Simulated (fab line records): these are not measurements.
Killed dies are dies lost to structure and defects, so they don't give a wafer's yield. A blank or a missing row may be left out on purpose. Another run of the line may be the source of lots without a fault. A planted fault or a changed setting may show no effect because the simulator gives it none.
Problem report in the 8D (eight disciplines) form, filled by code	flow nand harc	the parts of the form that need people (team, actions taken, sign-off) are left out

== 1. THE ISSUE ==
thk nm at NHARC_A_SGD_CUT_THK_MEAS_22 reads a mean of 117.5 nm on 1 wafer of 1 lot; wafers without a fault read 147.7 nm with a standard deviation of 1.8. Measured from the usual mean, that is -17 standard deviations.
The step: measures by ellipsometry.
Earliest sighting: wafer L191.6 on film metro-01 at day 23 15:08. The record holds 33 wafers of 11 lots with a number at this step. The rule behind "out" and "out of limits": a value lying over 4 standard deviations away from the usual mean. The rest of the wafers with a number are treated as sound.

== 2. WHAT IT IS, AND WHAT IT ISN'T ==
question	is	is not
which readings at this step	thk nm	-
which lots	L191	L182, L183, L186, L188, L189, L190, L199, L201, L203, L205
which wafers of those lots	L191.6	L191.1, L191.2
read on which gauges	film metro-01	film metro-02
when	from day 23 15:08	up to then (20 sound wafers); but 12 sound wafers of L199, L201, L203, L205 came after

== 3. SUSPECTS, AND WHAT RULES EACH OUT ==
Counting: a tool at a process step up to the reading stays a suspect if it ran every lot that is out. Sound lots after the first of them don't rule it out here, since some wafers of a struck lot are sound.
- the gauge at NHARC_A_SGD_CUT_THK_MEAS_22: kept. All the wafers that are out were read on film metro-01, and no step on other tools shows them out.
- pecvd-01 at NHARC_A_STAIRCASE_DEP_471 (deposits SiO2, target thk 100 nm): kept. It ran the lot that is out, L191 (day 23 07:40).
- rie diel-10 at NHARC_A_SGD_CUT_ETCH_58 (etches the open film in CF4, target depth 39 nm, time 65 s): kept. It ran the lot that is out, L191 (day 23 09:13); its last sound lot up to then is L182 (day 19 12:56).
- fcvd-02 at NHARC_A_SGD_CUT_DEP_20 (deposits SiO2, target thk 150 nm): kept. It ran the lot that is out, L191 (day 23 10:14); its last sound lot up to then is L190 (day 22 17:42).
- cmp-04 at NHARC_A_SGD_CUT_CMP_21 (polishes, target thk 148.19 nm): kept. It ran the lot that is out, L191 (day 23 14:53); its last sound lot up to then is L188 (day 22 10:00).
- At NHARC_A_SGD_CUT_ETCH_58, inside rie diel-10: chamber 3 took the wafers that are out, while their sound lot-mates went through chambers 1, 2.
- At NHARC_A_SGD_CUT_CMP_21, inside cmp-04: chamber 3 took the wafers that are out, while their sound lot-mates went through chambers 0, 2.
Left after counting: pecvd-01 at NHARC_A_STAIRCASE_DEP_471, rie diel-10 at NHARC_A_SGD_CUT_ETCH_58, fcvd-02 at NHARC_A_SGD_CUT_DEP_20, cmp-04 at NHARC_A_SGD_CUT_CMP_21, film metro-01 at NHARC_A_SGD_CUT_THK_MEAS_22.

== 4. THE CAUSE (what the simulator had put in) ==
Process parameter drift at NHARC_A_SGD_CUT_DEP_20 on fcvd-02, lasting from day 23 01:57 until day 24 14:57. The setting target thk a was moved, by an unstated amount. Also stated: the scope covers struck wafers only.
Counting left 5 suspects, and this tool is among them.

== 5. THE EFFECT CHAIN, in route order ==
Each row: a reading whose mean over the struck wafers that have a number lies more than 3 standard deviations from the usual. Only readings whose record carries a usual standard deviation are examined. hours: median over the lots of the time between each lot's start at the first step of this table that gives one and its start at this step. sigmas: the change, counted in usual standard deviations.
hours	step	reading	usual	on struck wafers	change	sigmas
0	NHARC_A_SGD_CUT_CMP_21	time to endpoint s	50 s	34	-16	-3.7
0	NHARC_A_SGD_CUT_THK_MEAS_22	thk nm	147.7 nm	117.5	-30.2	-17
Here are the process steps it includes:
- NHARC_A_SGD_CUT_CMP_21: polishes, target thk 148.19 nm.

== 6. WHAT WOULD HAVE CAUGHT IT SOONER ==
13 hours passed between the start of the fault at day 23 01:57 and the first reading out of limits at a measuring or inspecting step in this record, taken at day 23 15:08.
Lots out: 1; all had begun NHARC_A_SGD_CUT_DEP_20 on fcvd-02 by day 23 15:08. Holding the tool at that point would not have protected any of them.
